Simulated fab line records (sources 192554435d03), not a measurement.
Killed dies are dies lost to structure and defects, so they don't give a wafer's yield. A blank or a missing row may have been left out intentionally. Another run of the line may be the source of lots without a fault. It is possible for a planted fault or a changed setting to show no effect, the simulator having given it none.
fab line records	flow n5-finfet
record lots=24	wafers=72	last-day=17
route steps=1938 shown BEOL_M12@1614 BEOL_M13@1670
lots untouched by any fault: they come from a run of this same line in which no faults occurred
start-h: hours from the record's opening day to when the first of the lot's shown wafers began	wait-h: hours since the lot's step before	" same as the row above	L1.1+2: a single row standing in for several wafers	- either no value or no given start	* or withheld: withheld	< > ~ a bound
route shown NAME@n: a module of which the file shows steps, and the number in the route of the first	usual: average and standard deviation across the fault-free wafers	same: alike in all rows	chamber/n: place in a boat	sites: readings site by site	_std_site: their standard deviation	_edge_site: inner sites' mean taken away from outer sites' mean	radius-mm: for every site, how far away it sits from the centre of the wafer	mask NAME#n: copy n	behind: the tool/chamber that last shaped the wafer	hold: cause of the lot's hold/its duration in hours/its outcome	device: which transistor (n, p or np) failed to switch	end of line: the route-end tests of the same wafers	a step with no rows: only its recipe	killed: not the wafer's yield, but the dies lost to structure and defects at the first sort	map: a wafer's dies, marking killed ones x, the rest . and places with no die _
set.NAME: setting as actually run; set.NAME@STEP: the setting as run at that earlier step	model.NAME: the simulator's own value behind a step, which no gauge read
route steps across a sampled set of lots; one table per step, one row per wafer
services: the hour from which a tool's chamber was out of use, counted from the record's first day as start-h (under 0 if before that day), plus the number of hours and why
## steps
# step N5_BEOL_M12_INSPECT_12
# recipe mode=adi	inspect-instrument=macro
# usual raw-defect-count=2.2/1.4
lot.wafer	tool	chamber	start-h	wait-h	raw-defect-count
L074.1	defect-inspect-01	-	210.07	0.0	1
L074.3	"	-	"	"	1
L074.5	"	-	"	"	2
L077.1	defect-inspect-01	-	234.81	0.0	2
L077.4	"	-	"	"	1
L077.6	"	-	"	"	2
L078.1	defect-inspect-01	-	249.15	0.0	2
L078.2	"	-	"	"	3
L078.3	"	-	"	"	3
L075.3	defect-inspect-01	-	253.17	0.0	3
L075.5	"	-	"	"	3
L075.6	"	-	"	"	2
L076.1	defect-inspect-01	-	261.83	0.0	3
L076.4	"	-	"	"	1
L076.5	"	-	"	"	2
L080.1	defect-inspect-01	-	266.12	0.0	1
L080.2	"	-	"	"	0
L080.6	"	-	"	"	2
L079.2	defect-inspect-01	-	269.58	0.0	5
L079.3	"	-	"	"	1
L079.5	"	-	"	"	2
L081.2	defect-inspect-01	-	292.33	0.0	2
L081.4	"	-	"	"	0
L081.5	"	-	"	"	4
L083.1	defect-inspect-01	-	292.62	0.0	2
L083.3	"	-	"	"	2
L083.5	"	-	"	"	2
L082.3	defect-inspect-01	-	292.85	0.0	4
L082.4	"	-	"	"	1
L082.5	"	-	"	"	4
L084.1	defect-inspect-01	-	300.21	0.0	0
L084.3	"	-	"	"	0
L084.5	"	-	"	"	0
L085.2	defect-inspect-01	-	301.70	0.0	0
L085.4	"	-	"	"	2
L085.5	"	-	"	"	2
L086.2	defect-inspect-02	-	309.01	0.0	1
L086.4	"	-	"	"	0
L086.6	"	-	"	"	1
L087.2	defect-inspect-01	-	320.66	0.0	1
L087.3	"	-	"	"	1
L087.4	"	-	"	"	3
L088.3	defect-inspect-01	-	322.93	0.0	3
L088.4	"	-	"	"	4
L088.5	"	-	"	"	4
L089.1	defect-inspect-02	-	324.67	0.0	1
L089.3	"	-	"	"	2
L089.4	"	-	"	"	4
L090.1	defect-inspect-01	-	337.77	0.0	5
L090.2	"	-	"	"	3
L090.3	"	-	"	"	2
L091.1	defect-inspect-02	-	346.63	0.0	3
L091.2	"	-	"	"	2
L091.5	"	-	"	"	3
L092.1	defect-inspect-01	-	351.84	0.0	1
L092.4	"	-	"	"	1
L092.5	"	-	"	"	2
L093.1	defect-inspect-01	-	352.15	0.0	3
L093.2	"	-	"	"	6
L093.5	"	-	"	"	1
L094.2	defect-inspect-02	-	354.02	0.0	0
L094.3	"	-	"	"	2
L094.5	"	-	"	"	1
L095.2	defect-inspect-02	-	365.27	0.0	2
L095.4	"	-	"	"	4
L095.6	"	-	"	"	3
L096.1	defect-inspect-01	-	368.37	0.0	2
L096.2	"	-	"	"	3
L096.6	"	-	"	"	5
L097.1	defect-inspect-02	-	372.92	0.0	1
L097.2	"	-	"	"	6
L097.4	"	-	"	"	1
# step N5_BEOL_M12_OCD_MEAS_35
# usual trench-depth-nm=318/4.4
lot.wafer	tool	chamber	start-h	wait-h	trench-depth-nm
L074.1	ocd-01	-	211.60	0.0	316
L074.3	"	-	"	"	314
L074.5	"	-	"	"	318
L077.1	ocd-01	-	236.35	0.0	323
L077.4	"	-	"	"	316
L077.6	"	-	"	"	313
L078.1	ocd-02	-	251.23	0.0	324
L078.2	"	-	"	"	322
L078.3	"	-	"	"	319
L075.3	ocd-01	-	254.76	0.0	325
L075.5	"	-	"	"	317
L075.6	"	-	"	"	322
L076.1	ocd-01	-	263.66	0.0	316
L076.4	"	-	"	"	314
L076.5	"	-	"	"	315
L080.1	ocd-01	-	267.68	0.0	316
L080.2	"	-	"	"	325
L080.6	"	-	"	"	325
L079.2	ocd-02	-	271.27	0.0	316
L079.3	"	-	"	"	317
L079.5	"	-	"	"	315
L081.2	ocd-02	-	293.92	0.0	315
L081.4	"	-	"	"	321
L081.5	"	-	"	"	320
L083.1	ocd-01	-	294.36	0.0	317
L083.3	"	-	"	"	313
L083.5	"	-	"	"	312
L082.3	ocd-02	-	294.51	0.0	324
L082.4	"	-	"	"	323
L082.5	"	-	"	"	328
L084.1	ocd-02	-	301.79	0.0	317
L084.3	"	-	"	"	311
L084.5	"	-	"	"	316
L085.2	ocd-02	-	303.69	0.0	318
L085.4	"	-	"	"	314
L085.5	"	-	"	"	312
L086.2	ocd-01	-	310.85	0.0	321
L086.4	"	-	"	"	317
L086.6	"	-	"	"	315
L087.2	ocd-01	-	322.32	0.0	321
L087.3	"	-	"	"	311
L087.4	"	-	"	"	321
L088.3	ocd-01	-	324.46	0.0	315
L088.4	"	-	"	"	319
L088.5	"	-	"	"	318
L089.1	ocd-01	-	326.13	0.0	318
L089.3	"	-	"	"	322
L089.4	"	-	"	"	322
L090.1	ocd-01	-	339.64	0.0	320
L090.2	"	-	"	"	317
L090.3	"	-	"	"	318
L091.1	ocd-02	-	348.36	0.0	310
L091.2	"	-	"	"	314
L091.5	"	-	"	"	308
L092.1	ocd-01	-	353.67	0.0	321
L092.4	"	-	"	"	320
L092.5	"	-	"	"	324
L093.1	ocd-01	-	354.66	0.0	320
L093.2	"	-	"	"	313
L093.5	"	-	"	"	319
L094.2	ocd-02	-	356.24	0.0	322
L094.3	"	-	"	"	318
L094.5	"	-	"	"	317
L095.2	ocd-01	-	367.74	0.0	311
L095.4	"	-	"	"	322
L095.6	"	-	"	"	321
L096.1	ocd-01	-	370.41	0.0	319
L096.2	"	-	"	"	322
L096.6	"	-	"	"	322
L097.1	ocd-01	-	374.62	0.0	311
L097.2	"	-	"	"	321
L097.4	"	-	"	"	323
# step N5_BEOL_M13_OVL_MEAS_11
# recipe points-per-wafer=44
# usual V12_OVL=-3/5
lot.wafer	tool	chamber	start-h	wait-h	V12_OVL[nm]
L074.1	overlay-02	0	216.77	0.0	-1
L074.3	"	0	"	"	-7
L074.5	"	0	"	"	-3
L077.1	overlay-01	0	239.46	0.0	-6
L077.4	"	0	"	"	1
L077.6	"	0	"	"	-4
L078.1	overlay-02	0	254.84	0.0	-3
L078.2	"	0	"	"	5
L078.3	"	0	"	"	-2
L075.3	overlay-01	0	258.08	0.0	-3
L075.5	"	0	"	"	-8
L075.6	"	0	"	"	-4
L076.1	overlay-01	0	267.66	0.0	-4
L076.4	"	0	"	"	-4
L076.5	"	0	"	"	-4
L080.1	overlay-01	0	272.17	0.0	-3
L080.2	"	0	"	"	-12
L080.6	"	0	"	"	-12
L079.2	overlay-01	0	275.46	0.0	-8
L079.3	"	0	"	"	-1
L079.5	"	0	"	"	-4
L081.2	overlay-01	0	298.43	0.0	0
L081.4	"	0	"	"	3
L081.5	"	0	"	"	4
L082.3	overlay-02	0	300.73	0.0	-2
L082.4	"	0	"	"	-5
L082.5	"	0	"	"	-1
L083.1	overlay-02	0	301.16	0.0	-1
L083.3	"	0	"	"	-12
L083.5	"	0	"	"	-10
L084.1	overlay-02	0	304.40	0.0	6
L084.3	"	0	"	"	-1
L084.5	"	0	"	"	2
L085.2	overlay-02	0	308.38	0.0	-11
L085.4	"	0	"	"	-9
L085.5	"	0	"	"	-7
L086.2	overlay-01	0	314.84	0.0	-6
L086.4	"	0	"	"	-7
L086.6	"	0	"	"	-7
L087.2	overlay-01	0	325.22	0.0	-1
L087.3	"	0	"	"	-4
L087.4	"	0	"	"	2
L088.3	overlay-02	0	328.42	0.0	4
L088.4	"	0	"	"	7
L088.5	"	0	"	"	2
L089.1	overlay-01	0	330.09	0.0	-4
L089.3	"	0	"	"	-3
L089.4	"	0	"	"	2
L090.1	overlay-02	0	345.43	0.0	-1
L090.2	"	0	"	"	-3
L090.3	"	0	"	"	-2
L091.1	overlay-02	0	351.72	0.0	-8
L091.2	"	0	"	"	-2
L091.5	"	0	"	"	-3
L092.1	overlay-01	0	358.36	0.0	-3
L092.4	"	0	"	"	-5
L092.5	"	0	"	"	-3
L093.1	overlay-02	0	359.90	0.0	-3
L093.2	"	0	"	"	-10
L093.5	"	0	"	"	-3
L094.2	overlay-02	0	360.05	0.0	-2
L094.3	"	0	"	"	0
L094.5	"	0	"	"	1
L095.2	overlay-01	0	371.66	0.0	-9
L095.4	"	0	"	"	-5
L095.6	"	0	"	"	-10
L096.1	overlay-01	0	373.44	0.0	0
L096.2	"	0	"	"	-3
L096.6	"	0	"	"	-4
L097.1	overlay-01	0	380.14	0.0	-5
L097.2	"	0	"	"	-3
L097.4	"	0	"	"	1
# step N5_BEOL_M13_DESCUM_15
# recipe chemistry=O2	time-s=7.9	source-power-w=50	bias-power-w=20	pressure-mtorr=20	rf-frequency-hz=2.712e+07	temp-c=40	o2-flow-sccm=225
# usual drypump-motor-current-A=5.7/0.52	oes-product-au=0.79/0.068	rf-vpp-V=243.3/1.4	showerhead-plenum-p-Torr=2.11/0.074	throttle-valve-pct=20.44/0.21
lot.wafer	tool	chamber	start-h	wait-h	drypump-motor-current-A	oes-product-au	rf-hours-counter-h	rf-vpp-V	showerhead-plenum-p-Torr	throttle-valve-pct
L074.1	rie-diel-06	1	216.83	0.0	5.5	0.73	191	242.4	1.99	20.37
L074.3	"	0	"	"	5.7	0.84	52	243.1	2.12	20.02
L074.5	"	0	"	"	5.7	0.85	-	243.4	2.12	20.03
L077.1	rie-diel-06	2	239.52	0.0	6.5	0.76	169	244.6	2.08	20.56
L077.4	"	0	"	"	5.7	0.83	60	244.5	2.11	20.06
L077.6	"	1	"	"	5.5	0.72	-	241.8	1.98	20.36
L078.1	rie-diel-02	0	254.89	0.0	5.1	0.88	41	244.2	2.21	20.57
L078.2	"	1	"	"	5.5	0.72	185	245.7	2.17	20.56
L078.3	"	2	"	"	5.1	0.79	98	241.6	2.03	20.37
L075.3	rie-diel-02	3	258.41	0.3	6.5	0.90	35	243.7	2.15	20.21
L075.5	"	3	"	"	6.5	0.89	-	243.9	2.15	20.22
L075.6	"	0	"	"	5.1	0.88	-	242.6	2.21	20.57
L076.1	rie-diel-06	1	267.72	0.0	5.5	0.71	206	240.8	1.98	20.39
L076.4	"	0	"	"	5.7	0.83	66	243.4	2.11	20.06
L076.5	"	3	"	"	6.6	0.81	-	242.1	2.03	20.50
L080.1	rie-diel-02	1	272.27	0.1	5.6	0.71	191	243.9	2.17	20.56
L080.2	"	0	"	"	5.1	0.87	46	244.7	2.21	20.61
L080.6	"	3	"	"	6.6	0.87	-	243.6	2.14	20.23
L079.2	rie-diel-02	0	275.63	0.1	5.1	0.87	48	247.3	2.21	20.61
L079.3	"	2	"	"	5.1	0.79	105	241.8	2.02	20.36
L079.5	"	1	"	"	5.6	0.72	-	243.4	2.17	20.58
L081.2	rie-diel-06	1	298.49	0.0	5.5	0.72	216	241.1	1.98	20.41
L081.4	"	0	"	"	5.7	0.82	-	244.3	2.11	20.06
L081.5	"	1	"	"	5.5	0.72	-	242.2	1.98	20.41
L082.3	rie-diel-05	0	300.79	0.0	5.6	0.90	35	243.5	2.05	20.08
L082.4	"	0	"	"	5.6	0.90	-	240.4	2.05	20.10
L082.5	"	2	"	"	5.4	0.71	-	242.5	2.07	20.80
L083.1	rie-diel-05	0	301.27	0.1	5.6	0.89	35	242.6	2.05	20.10
L083.3	"	2	"	"	5.4	0.70	215	243.4	2.07	20.79
L083.5	"	2	"	"	5.4	0.70	-	240.7	2.07	20.80
L084.1	rie-diel-02	0	304.46	0.0	5.1	0.86	56	244.8	2.20	20.61
L084.3	"	3	"	"	6.6	0.87	49	245.0	2.14	20.23
L084.5	"	0	"	"	5.1	0.86	-	243.6	2.20	20.61
L085.2	rie-diel-02	0	308.44	0.0	5.1	0.85	57	245.9	2.20	20.62
L085.4	"	3	"	"	6.6	0.86	50	242.7	2.14	20.24
L085.5	"	2	"	"	5.1	0.78	-	242.6	2.02	20.37
L086.2	rie-diel-02	2	316.06	1.2	5.1	0.77	118	241.2	2.02	20.37
L086.4	"	1	"	"	5.5	0.71	205	244.3	2.16	20.59
L086.6	"	1	"	"	5.5	0.71	-	244.0	2.16	20.61
L087.2	rie-diel-02	2	325.28	0.0	5.1	0.77	122	241.4	2.02	20.39
L087.3	"	3	"	"	6.6	0.86	58	243.5	2.14	20.25
L087.4	"	1	"	"	5.5	0.71	209	243.8	2.16	20.60
L088.3	rie-diel-06	1	328.48	0.0	5.5	0.70	222	241.7	1.98	20.42
L088.4	"	3	"	"	6.5	0.79	118	240.8	2.02	20.52
L088.5	"	3	"	"	6.5	0.79	-	241.4	2.02	20.54
L089.1	rie-diel-02	1	330.15	0.0	5.5	0.71	211	244.8	2.16	20.59
L089.3	"	2	"	"	5.1	0.77	124	241.6	2.02	20.39
L089.4	"	3	"	"	6.6	0.85	60	242.6	2.14	20.26
L090.1	rie-diel-05	1	345.48	0.0	5.9	0.70	230	244.2	2.16	20.69
L090.2	"	0	"	"	5.6	0.87	51	242.5	2.05	20.12
L090.3	"	2	"	"	5.4	0.69	231	242.8	2.06	20.83
L091.1	rie-diel-05	2	351.84	0.1	5.4	0.69	233	244.3	2.06	20.82
L091.2	"	1	"	"	5.8	0.70	231	244.3	2.15	20.70
L091.5	"	2	"	"	5.4	0.70	-	242.6	2.06	20.82
L092.1	rie-diel-02	2	358.46	0.1	5.1	0.75	132	241.2	2.01	20.41
L092.4	"	3	"	"	6.6	0.84	69	243.1	2.13	20.28
L092.5	"	1	"	"	5.6	0.71	-	244.2	2.16	20.62
L093.1	rie-diel-02	3	360.11	0.2	6.5	0.84	69	242.1	2.13	20.27
L093.2	"	0	"	"	5.1	0.83	74	244.9	2.20	20.65
L093.5	"	1	"	"	5.5	0.70	-	244.7	2.16	20.61
L094.2	rie-diel-06	2	360.16	0.1	6.5	0.73	199	243.1	2.07	20.59
L094.3	"	3	"	"	6.5	0.78	131	242.7	2.02	20.56
L094.5	"	1	"	"	5.5	0.70	-	242.9	1.97	20.42
L095.2	rie-diel-05	3	371.86	0.2	5.7	0.86	48	245.4	2.22	20.38
L095.4	"	1	"	"	5.9	0.70	-	244.9	2.15	20.69
L095.6	"	3	"	"	5.7	0.86	-	244.5	2.22	20.38
L096.1	rie-diel-05	1	373.58	0.1	5.8	0.69	240	243.1	2.15	20.69
L096.2	"	3	"	"	5.8	0.86	49	245.0	2.22	20.37
L096.6	"	3	"	"	5.7	0.85	-	246.0	2.22	20.38
L097.1	rie-diel-06	2	380.19	0.0	6.5	0.73	206	242.8	2.07	20.59
L097.2	"	0	"	"	5.7	0.80	87	244.4	2.10	20.07
L097.4	"	3	"	"	6.5	0.78	137	241.5	2.02	20.55
# step N5_BEOL_M13_TRENCH_ETCH_34
# recipe chemistry=C4F8/O2/Ar	target=SiOC	target-depth-a=4134.7	mask-material=SOC	pressure-mtorr=30	source-w=3000	bias-w=700	Ar_flow_sccm=400	C4F8_flow_sccm=15	O2_flow_sccm=8	he-inner-torr=15	he-outer-torr=30	time-s=162.6	ion-energy-ev=250
# usual drypump-motor-current-A=5.7/0.52	he-inner-torr=15.00/0.032	mfc-ar-sccm=400.1/1.2	oes-product-au=0.79/0.071	rf-vpp-V=666/3.4	showerhead-plenum-p-Torr=3.44/0.12	throttle-valve-pct=24.22/0.24
lot.wafer	tool	chamber	start-h	wait-h	drypump-motor-current-A	he-inner-torr	mfc-ar-sccm	oes-product-au	rf-hours-counter-h	rf-vpp-V	showerhead-plenum-p-Torr	throttle-valve-pct
L074.1	rie-diel-05	3	218.63	0.0	5.7	14.98	400.8	0.95	7	671	3.63	24.13
L074.3	"	0	"	"	5.7	15.02	400.5	0.93	15	663	3.35	23.79
L074.5	"	1	"	"	5.9	15.00	401.8	0.74	-	668	3.53	24.40
L077.1	rie-diel-02	1	240.90	0.0	5.6	15.01	397.6	0.72	182	668	3.52	24.23
L077.4	"	3	"	"	6.6	14.95	402.1	0.89	30	669	3.48	23.90
L077.6	"	0	"	"	5.1	15.03	402.2	0.87	-	672	3.62	24.50
L078.1	rie-diel-02	3	256.38	0.0	6.6	15.03	400.1	0.89	34	668	3.48	23.90
L078.2	"	0	"	"	5.1	15.03	398.5	0.87	42	670	3.62	24.52
L078.3	"	2	"	"	5.1	15.05	400.6	0.80	99	663	3.31	24.07
L075.3	rie-diel-02	2	259.82	0.0	5.1	14.98	401.1	0.80	100	664	3.31	24.06
L075.5	"	2	"	"	5.1	15.02	401.2	0.80	-	662	3.31	24.08
L075.6	"	1	"	"	5.5	15.02	398.5	0.73	-	669	3.52	24.23
L076.1	rie-diel-02	1	269.19	0.0	5.5	15.03	400.7	0.73	189	667	3.51	24.22
L076.4	"	2	"	"	5.1	14.98	400.5	0.79	103	663	3.31	24.08
L076.5	"	0	"	"	5.1	15.01	400.4	0.87	-	672	3.61	24.50
L080.1	rie-diel-06	2	273.75	0.0	6.5	15.01	401.2	0.75	178	665	3.41	24.34
L080.2	"	0	"	"	5.7	15.00	401.5	0.81	68	666	3.46	23.93
L080.6	"	0	"	"	5.7	15.03	399.2	0.83	-	667	3.46	23.90
L079.2	rie-diel-02	2	277.10	0.0	5.1	15.04	399.4	0.77	105	664	3.30	24.07
L079.3	"	1	"	"	5.5	14.98	397.5	0.72	192	667	3.51	24.23
L079.5	"	3	"	"	6.5	14.95	400.7	0.87	-	668	3.47	23.91
L081.2	rie-diel-06	1	299.83	0.0	5.6	15.01	401.3	0.71	217	661	3.27	24.24
L081.4	"	3	"	"	6.6	15.02	399.8	0.79	-	663	3.30	24.18
L081.5	"	0	"	"	5.8	15.05	400.3	0.81	-	668	3.45	23.94
L082.3	rie-diel-05	2	302.34	0.0	5.4	14.94	399.6	0.71	216	664	3.38	24.59
L082.4	"	0	"	"	5.6	15.00	401.6	0.89	-	662	3.34	23.81
L082.5	"	1	"	"	5.8	15.03	399.1	0.71	-	669	3.52	24.43
L083.1	rie-diel-02	3	302.75	0.0	6.7	15.04	400.8	0.86	48	666	3.47	23.92
L083.3	"	2	"	"	5.1	15.02	400.4	0.78	112	663	3.30	24.07
L083.5	"	2	"	"	5.1	15.00	399.9	0.78	-	662	3.30	24.08
L084.1	rie-diel-05	2	305.88	0.0	5.4	14.97	400.9	0.71	218	664	3.38	24.61
L084.3	"	0	"	"	5.6	15.01	398.6	0.88	38	662	3.34	23.82
L084.5	"	0	"	"	5.7	14.94	398.3	0.89	-	665	3.34	23.82
L085.2	rie-diel-02	0	309.96	0.0	5.1	14.98	401.9	0.86	58	670	3.61	24.52
L085.4	"	1	"	"	5.6	15.01	399.7	0.71	202	669	3.51	24.24
L085.5	"	0	"	"	5.1	15.01	401.6	0.85	-	670	3.61	24.51
L086.2	rie-diel-02	3	319.35	0.0	6.6	14.97	400.2	0.86	56	668	3.46	23.93
L086.4	"	1	"	"	5.6	14.99	400.5	0.71	-	669	3.50	24.26
L086.6	"	2	"	"	5.1	14.94	398.4	0.78	-	660	3.30	24.11
L087.2	rie-diel-02	2	326.67	0.0	5.1	14.95	397.0	0.76	122	662	3.30	24.09
L087.3	"	0	"	"	5.1	15.02	400.6	0.84	63	671	3.60	24.52
L087.4	"	3	"	"	6.5	15.01	399.7	0.85	58	667	3.46	23.93
L088.3	rie-diel-05	1	329.95	0.0	5.8	15.05	397.2	0.71	226	669	3.52	24.45
L088.4	"	3	"	"	5.7	15.06	400.9	0.87	36	670	3.62	24.16
L088.5	"	3	"	"	5.7	15.02	399.1	0.88	-	671	3.62	24.17
L089.1	rie-diel-02	0	331.51	0.0	5.1	14.98	399.9	0.83	65	671	3.60	24.53
L089.3	"	1	"	"	5.6	14.98	399.0	0.71	212	667	3.50	24.27
L089.4	"	3	"	"	6.6	15.05	399.7	0.85	60	665	3.46	23.92
L090.1	rie-diel-06	1	347.01	0.0	5.5	15.00	400.5	0.70	231	661	3.26	24.27
L090.2	"	3	"	"	6.5	14.98	398.5	0.78	126	662	3.29	24.20
L090.3	"	2	"	"	6.5	15.01	402.9	0.74	194	665	3.40	24.37
L091.1	rie-diel-06	2	353.36	0.0	6.5	14.97	399.2	0.74	196	664	3.40	24.37
L091.2	"	3	"	"	6.5	14.95	399.3	0.78	128	661	3.29	24.21
L091.5	"	1	"	"	5.5	14.99	398.7	0.70	-	660	3.26	24.28
L092.1	rie-diel-05	3	360.38	0.0	5.7	14.98	401.2	0.87	44	671	3.61	24.17
L092.4	"	0	"	"	5.6	14.99	400.2	0.86	55	663	3.33	23.84
L092.5	"	0	"	"	5.6	14.97	400.1	0.86	-	663	3.33	23.83
L093.1	rie-diel-05	0	361.58	0.0	5.6	15.02	399.3	0.87	56	662	3.33	23.84
L093.2	"	1	"	"	5.8	14.95	402.1	0.70	235	667	3.51	24.46
L093.5	"	2	"	"	5.4	15.00	399.9	0.69	-	664	3.37	24.62
L094.2	rie-diel-02	0	361.74	0.0	5.1	14.99	399.6	0.82	75	669	3.60	24.54
L094.3	"	3	"	"	6.6	15.02	401.9	0.83	70	667	3.46	23.95
L094.5	"	3	"	"	6.6	15.04	400.9	0.83	-	666	3.46	23.94
L095.2	rie-diel-05	1	373.44	0.0	5.9	15.00	401.7	0.71	240	668	3.51	24.48
L095.4	"	0	"	"	5.6	15.05	399.8	0.86	-	663	3.33	23.85
L095.6	"	1	"	"	5.8	15.00	402.0	0.70	-	667	3.51	24.46
L096.1	rie-diel-06	3	374.93	0.0	6.6	14.98	400.4	0.78	136	662	3.29	24.23
L096.2	"	0	"	"	5.8	14.97	399.4	0.81	86	667	3.45	23.93
L096.6	"	2	"	"	6.5	15.07	400.3	0.73	-	665	3.40	24.38
L097.1	rie-diel-02	1	381.54	0.0	5.6	15.03	399.8	0.70	229	668	3.49	24.29
L097.2	"	0	"	"	5.1	15.02	400.0	0.82	82	670	3.59	24.55
L097.4	"	3	"	"	6.6	15.03	401.0	0.82	77	666	3.45	23.96
# step N5_BEOL_M13_PRE_CLEAN_42
# recipe gas=H2/He	time-s=30	temp-c=250
# usual heater-power-w=323/26
lot.wafer	tool	chamber	start-h	wait-h	heater-power-w
L074.1	pvd-sputter-02	-	219.38	0.0	354
L074.3	"	-	"	"	337
L074.5	"	-	"	"	348
L077.1	pvd-sputter-01	-	242.03	0.0	269
L077.4	"	-	"	"	319
L077.6	"	-	"	"	331
L078.1	pvd-sputter-01	-	259.12	0.0	272
L078.2	"	-	"	"	349
L078.3	"	-	"	"	331
L075.3	pvd-sputter-03	-	260.90	0.0	344
L075.5	"	-	"	"	318
L075.6	"	-	"	"	287
L076.1	pvd-sputter-01	-	270.92	0.0	267
L076.4	"	-	"	"	317
L076.5	"	-	"	"	263
L080.1	pvd-sputter-03	-	274.30	0.0	337
L080.2	"	-	"	"	344
L080.6	"	-	"	"	342
L079.2	pvd-sputter-02	-	282.08	0.0	344
L079.3	"	-	"	"	331
L079.5	"	-	"	"	341
L081.2	pvd-sputter-03	-	302.25	0.0	343
L081.4	"	-	"	"	298
L081.5	"	-	"	"	317
L082.3	pvd-sputter-02	-	303.03	0.0	348
L082.4	"	-	"	"	342
L082.5	"	-	"	"	340
L083.1	pvd-sputter-02	-	303.35	0.0	322
L083.3	"	-	"	"	344
L083.5	"	-	"	"	329
L084.1	pvd-sputter-01	-	306.44	0.0	353
L084.3	"	-	"	"	321
L084.5	"	-	"	"	349
L085.2	pvd-sputter-02	-	313.82	0.0	330
L085.4	"	-	"	"	348
L085.5	"	-	"	"	325
L086.2	pvd-sputter-01	-	322.18	0.0	272
L086.4	"	-	"	"	349
L086.6	"	-	"	"	320
L087.2	pvd-sputter-01	-	328.07	0.0	319
L087.3	"	-	"	"	319
L087.4	"	-	"	"	343
L088.3	pvd-sputter-01	-	331.09	0.0	308
L088.4	"	-	"	"	322
L088.5	"	-	"	"	349
L089.1	pvd-sputter-01	-	332.08	0.0	324
L089.3	"	-	"	"	341
L089.4	"	-	"	"	323
L090.1	pvd-sputter-03	-	349.69	0.0	341
L090.2	"	-	"	"	313
L090.3	"	-	"	"	340
L091.1	pvd-sputter-03	-	356.17	0.0	337
L091.2	"	-	"	"	316
L091.5	"	-	"	"	286
L092.1	pvd-sputter-02	-	362.38	0.0	329
L092.4	"	-	"	"	337
L092.5	"	-	"	"	331
L093.1	pvd-sputter-02	-	362.78	0.0	339
L093.2	"	-	"	"	351
L093.5	"	-	"	"	327
L094.2	pvd-sputter-01	-	362.82	0.0	322
L094.3	"	-	"	"	350
L094.5	"	-	"	"	312
L095.2	pvd-sputter-01	-	380.75	0.0	312
L095.4	"	-	"	"	267
L095.6	"	-	"	"	312
L096.1	pvd-sputter-01	-	381.97	0.0	269
L096.2	"	-	"	"	345
L096.6	"	-	"	"	271
L097.1	pvd-sputter-03	-	383.68	0.0	287
L097.2	"	-	"	"	349
L097.4	"	-	"	"	350
## services
tool	chamber	start-h	hours	kind
rie-diel-05	-	197.43	0.5	repair
rie-diel-06	2	297.63	7.9	repair
rie-diel-05	3	298.23	8.0	repair
rie-diel-06	-	302.99	14.6	pm
rie-diel-02	0	316.48	3.8	repair
rie-diel-06	0	329.38	30.4	repair
rie-diel-02	0	333.06	3.4	repair
rie-diel-06	2	337.79	6.0	repair
pvd-sputter-03	-	340.21	4.5	repair
rie-diel-02	2	359.03	13.7	repair
rie-diel-05	2	368.61	5.7	repair
rie-diel-06	0	383.07	8.4	repair
## key
fault none
